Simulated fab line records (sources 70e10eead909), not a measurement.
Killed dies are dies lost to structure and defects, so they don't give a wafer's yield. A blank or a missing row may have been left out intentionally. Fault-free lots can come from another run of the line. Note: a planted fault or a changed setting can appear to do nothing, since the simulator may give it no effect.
The tool behind it: which one? -- flow nandHarc -- 24 lots with 72 wafers sampled at 6 steps, on a route of 1302 steps

WHAT THE GAUGES SHOWED, per wafer
NHARC_P_CONTACT_INSPECT_27. Usual: rawDefectCount 271, standard deviation 120.
lot,measured,on,rawDefectCount,flag
L074,day 6 08:01,defectInspect-02,287 257 323,
L075,day 6 14:33,defectInspect-02,369 254 295,
L076,day 6 21:23,defectInspect-01,168 227 291,
L077,day 7 07:07,defectInspect-02,219 240 171,
L078,day 7 10:40,defectInspect-01,167 231 172,
L079,day 8 05:13,defectInspect-02,217 154 197,
L080,day 8 11:04,defectInspect-01,311 391 143,
L081,day 9 03:14,defectInspect-01,110 94 141,
L082,day 9 05:01,defectInspect-02,173 215 130,
L083,day 9 17:36,defectInspect-02,375 581 269,
L084,day 10 04:46,defectInspect-01,223 240 260,
L085,day 10 19:58,defectInspect-01,332 274 245,
L086,day 10 22:58,defectInspect-02,222 238 165,
L087,day 11 23:13,defectInspect-01,434 258 255,
L089,day 11 23:45,defectInspect-02,348 404 447,
L088,day 12 00:32,defectInspect-02,328 489 225,
L090,day 12 15:44,defectInspect-02,234 278 176,
L091,day 12 22:25,defectInspect-01,300 224 160,
L092,day 13 09:58,defectInspect-02,337 189 458,
L093,day 13 19:20,defectInspect-02,195 286 342,
L094,day 14 09:14,defectInspect-02,348 198 154,
L095,day 14 16:52,defectInspect-01,238 188 217,
L096,day 15 03:16,defectInspect-01,570 603 689,
L097,day 15 14:40,defectInspect-01,196 282 215,

NHARC_P_M0_CD_MEAS_09 targets a cd of 90 nm. Usual: cdNm 89.9 nm, standard deviation 0.59.
lot,measured,on,cdNm (nm),flag
L074,day 6 08:55,cdSem-03,90.3 90.7 90.4,
L075,day 6 15:27,cdSem-02,90.2 90.7 89.7,
L076,day 6 22:17,cdSem-03,90.2 90.1 90.7,
L077,day 7 08:11,cdSem-01,89.4 88.7 89.7,
L078,day 7 11:50,cdSem-02,90.2 91.3 90.6,
L079,day 8 06:07,cdSem-01,90.1 91.2 89.3,
L080,day 8 12:04,cdSem-03,89.7 90.6 89.5,
L081,day 9 04:09,cdSem-02,90.2 89.8 89.6,
L082,day 9 05:47,cdSem-01,90.0 90.5 90.0,
L083,day 9 18:31,cdSem-02,90.0 89.8 89.8,
L084,day 10 05:41,cdSem-02,88.8 89.4 89.2,
L085,day 10 20:52,cdSem-01,89.7 89.8 89.7,
L086,day 10 23:44,cdSem-03,89.7 89.2 89.7,
L087,day 12 00:07,cdSem-02,88.9 89.9 88.6,
L089,day 12 00:40,cdSem-03,90.9 91.1 90.8,
L088,day 12 01:25,cdSem-02,89.2 89.1 88.9,
L090,day 12 16:31,cdSem-02,89.8 89.2 90.1,
L091,day 12 23:11,cdSem-01,90.0 89.2 89.4,
L092,day 13 10:52,cdSem-01,89.4 90.2 89.6,
L093,day 13 20:14,cdSem-02,89.4 89.2 89.6,
L094,day 14 10:08,cdSem-01,90.3 90.4 90.6,
L095,day 14 17:47,cdSem-01,90.1 89.5 89.6,
L096,day 15 04:12,cdSem-02,89.6 89.7 89.1,
L097,day 15 15:26,cdSem-02,90.9 91.4 90.9,

NHARC_P_M1_INSPECT_27. Usual: rawDefectCount 300, standard deviation 120.
lot,measured,on,rawDefectCount,flag
L074,day 6 15:53,defectInspect-01,235 276 338,
L075,day 6 22:42,defectInspect-02,251 186 208,
L076,day 7 05:05,defectInspect-02,193 400 392,
L077,day 7 15:36,defectInspect-01,375 174 158,
L078,day 7 18:38,defectInspect-02,187 273 324,
L079,day 8 12:59,defectInspect-01,237 342 268,
L080,day 8 18:57,defectInspect-01,286 395 252,
L081,day 9 10:52,defectInspect-01,359 330 398,
L082,day 9 12:29,defectInspect-02,88 150 170,
L083,day 10 01:23,defectInspect-01,419 234 349,
L084,day 10 12:36,defectInspect-02,197 146 369,
L085,day 11 03:47,defectInspect-01,413 528 385,
L086,day 11 06:28,defectInspect-01,135 260 223,
L087,day 12 06:52,defectInspect-02,418 368 560,
L089,day 12 07:39,defectInspect-02,497 528 437,
L088,day 12 08:10,defectInspect-01,357 605 333,
L090,day 12 23:23,defectInspect-01,275 265 210,
L091,day 13 06:19,defectInspect-01,218 176 164,
L092,day 13 17:50,defectInspect-02,427 677 450,
L093,day 14 03:14,defectInspect-02,354 433 302,
L094,day 14 17:15,defectInspect-01,185 255 141,
L095,day 15 00:29,defectInspect-02,225 239 301,
L096,day 15 11:16,defectInspect-02,315 307 222,
L097,day 16 00:07,defectInspect-02,378 462 314,

NHARC_P_M2_CD_MEAS_09 targets a cd of 170 nm. Usual: cdNm 169.9 nm, standard deviation 0.47.
lot,measured,on,cdNm (nm),flag
L074,day 6 17:17,cdSem-03,169.2 169.4 169.1,
L075,day 6 23:58,cdSem-01,170.1 170.1 171.0,
L076,day 7 06:29,cdSem-03,170.0 170.3 170.9,
L077,day 7 17:10,cdSem-01,170.7 170.0 169.4,
L078,day 7 20:02,cdSem-03,169.9 170.3 170.1,
L079,day 8 14:24,cdSem-01,169.5 170.1 169.7,
L080,day 8 20:19,cdSem-01,170.4 170.5 169.8,
L081,day 9 12:17,cdSem-01,170.0 169.8 170.3,
L082,day 9 13:52,cdSem-03,169.2 169.2 169.6,
L083,day 10 02:38,cdSem-02,169.4 169.4 170.0,
L084,day 10 13:53,cdSem-03,170.9 170.5 170.7,
L085,day 11 05:08,cdSem-01,168.9 169.8 169.8,
L086,day 11 07:44,cdSem-03,169.8 169.8 170.2,
L087,day 12 08:16,cdSem-03,170.2 170.5 170.6,
L089,day 12 08:55,cdSem-01,169.5 169.3 168.9,
L088,day 12 09:34,cdSem-02,169.6 169.5 170.3,
L090,day 13 00:47,cdSem-01,169.8 169.9 170.1,
L091,day 13 07:43,cdSem-02,169.9 170.0 169.6,
L092,day 13 19:14,cdSem-03,170.0 169.6 169.6,
L093,day 14 04:37,cdSem-02,169.7 170.0 169.9,
L094,day 14 18:31,cdSem-02,169.0 169.7 169.2,
L095,day 15 01:53,cdSem-03,170.4 169.7 169.5,
L096,day 15 12:33,cdSem-03,169.6 169.6 169.7,
L097,day 16 01:21,cdSem-03,170.2 170.1 170.1,

WHICH TOOL RAN EACH LOT (tool, then ch and the chambers of the sampled wafers, then the start)
lot,NHARC_P_CONTACT_DEGAS_38,NHARC_P_M1_DEP_33
L074,"pvdSputter-01, day 6 06:31","pecvd-03 ch 0,1,2, day 6 16:07"
L075,"pvdSputter-03, day 6 12:59","pecvd-03 ch 1,2, day 6 22:50"
L076,"pvdSputter-01, day 6 19:53","pecvd-03 ch 0,1, day 7 05:19"
L077,"pvdSputter-03, day 7 05:37","pecvd-01 ch 1,2, day 7 15:47"
L078,"pvdSputter-03, day 7 09:04","pecvd-03 ch 0,1,2, day 7 18:50"
L079,"pvdSputter-03, day 8 03:42","pecvd-03 ch 0,1, day 8 13:08"
L080,"pvdSputter-03, day 8 09:34","pecvd-01 ch 0,2, day 8 19:05"
L081,"pvdSputter-02, day 9 01:46","pecvd-02 ch 0,1, day 9 11:01"
L082,"pvdSputter-03, day 9 03:28","pecvd-03 ch 0,1,2, day 9 12:38"
L083,"pvdSputter-03, day 9 16:05","pecvd-01 ch 0,1,2, day 10 01:31"
L084,"pvdSputter-02, day 10 03:17","pecvd-03 ch 1,2, day 10 12:45"
L085,"pvdSputter-03, day 10 18:29","pecvd-03 ch 0,1,2, day 11 03:58"
L086,"pvdSputter-03, day 10 21:26","pecvd-01 ch 0,1,2, day 11 06:43"
L087,"pvdSputter-03, day 11 21:44","pecvd-02 ch 0,1, day 12 07:01"
L089,"pvdSputter-01, day 11 22:12","pecvd-03 ch 0,2, day 12 07:53"
L088,"pvdSputter-03, day 11 23:03","pecvd-01 ch 0,2, day 12 08:24"
L090,"pvdSputter-03, day 12 14:13","pecvd-03 ch 0,1, day 12 23:35"
L091,"pvdSputter-03, day 12 20:55","pecvd-01 ch 1,2, day 13 06:28"
L092,"pvdSputter-02, day 13 08:29","pecvd-03 ch 0,2, day 13 17:59"
L093,"pvdSputter-02, day 13 17:48","pecvd-02 ch 0,1,2, day 14 03:23"
L094,"pvdSputter-02, day 14 07:44","pecvd-03 ch 0,1, day 14 17:29"
L095,"pvdSputter-01, day 14 15:22","pecvd-01 ch 0,2, day 15 00:41"
L096,"pvdSputter-01, day 15 01:47","pecvd-01 ch 0,1,2, day 15 11:33"
L097,"pvdSputter-03, day 15 13:11","pecvd-01 ch 0,2, day 16 00:21"
- NHARC_P_CONTACT_DEGAS_38: time 60 s.
- NHARC_P_M1_DEP_33: deposits SiCN, target thk 30 nm.

AS READ BY THE TOOLS THEMSELVES (means over the sampled wafers that have a number; for cases with no such wafer, the mark the record gives instead)
NHARC_P_CONTACT_DEGAS_38. Usual: heaterPowerW 443 W, standard deviation 30.
lot,tool,heaterPowerW (W),flag
L074,pvdSputter-01,453,
L075,pvdSputter-03,436,
L076,pvdSputter-01,444,
L077,pvdSputter-03,449,
L078,pvdSputter-03,433,
L079,pvdSputter-03,441,
L080,pvdSputter-03,433,
L081,pvdSputter-02,422,
L082,pvdSputter-03,445,
L083,pvdSputter-03,459,
L084,pvdSputter-02,408,
L085,pvdSputter-03,459,
L086,pvdSputter-03,467,
L087,pvdSputter-03,446,
L089,pvdSputter-01,456,
L088,pvdSputter-03,442,
L090,pvdSputter-03,440,
L091,pvdSputter-03,442,
L092,pvdSputter-02,418,
L093,pvdSputter-02,421,
L094,pvdSputter-02,429,
L095,pvdSputter-01,448,
L096,pvdSputter-01,447,
L097,pvdSputter-03,435,

NHARC_P_M1_DEP_33. Usual: heaterPowerW 567 W, standard deviation 63.
lot,tool,heaterPowerW (W),flag
L074,pecvd-03,607,
L075,pecvd-03,609,
L076,pecvd-03,582,
L077,pecvd-01,527,
L078,pecvd-03,561,
L079,pecvd-03,592,
L080,pecvd-01,522,
L081,pecvd-02,530,
L082,pecvd-03,635,
L083,pecvd-01,520,
L084,pecvd-03,663,
L085,pecvd-03,572,
L086,pecvd-01,479,
L087,pecvd-02,566,
L089,pecvd-03,656,
L088,pecvd-01,490,
L090,pecvd-03,585,
L091,pecvd-01,531,
L092,pecvd-03,617,
L093,pecvd-02,546,
L094,pecvd-03,617,
L095,pecvd-01,497,
L096,pecvd-01,538,
L097,pecvd-01,499,

THE ANSWER, worked out from the rows above alone
Rule: a lot counts as off when the mean over its wafers that have a number is more than 3 standard deviations away from the usual mean. Also off: a lot with no number at a reading for which 4 or more lots have one. All remaining lots with rows at the step are treated as sound. Order of review: gauges by route order, followed by the tools' own readings, for which a lot's mean as printed above is used. The first step at which some lot is off is used, and at that step the reading that is off furthest; a lot without a number counts as furthest.
Nothing can be told from this: no lot is off at any reading shown.

WHAT WAS PUT IN BY THE SIMULATOR
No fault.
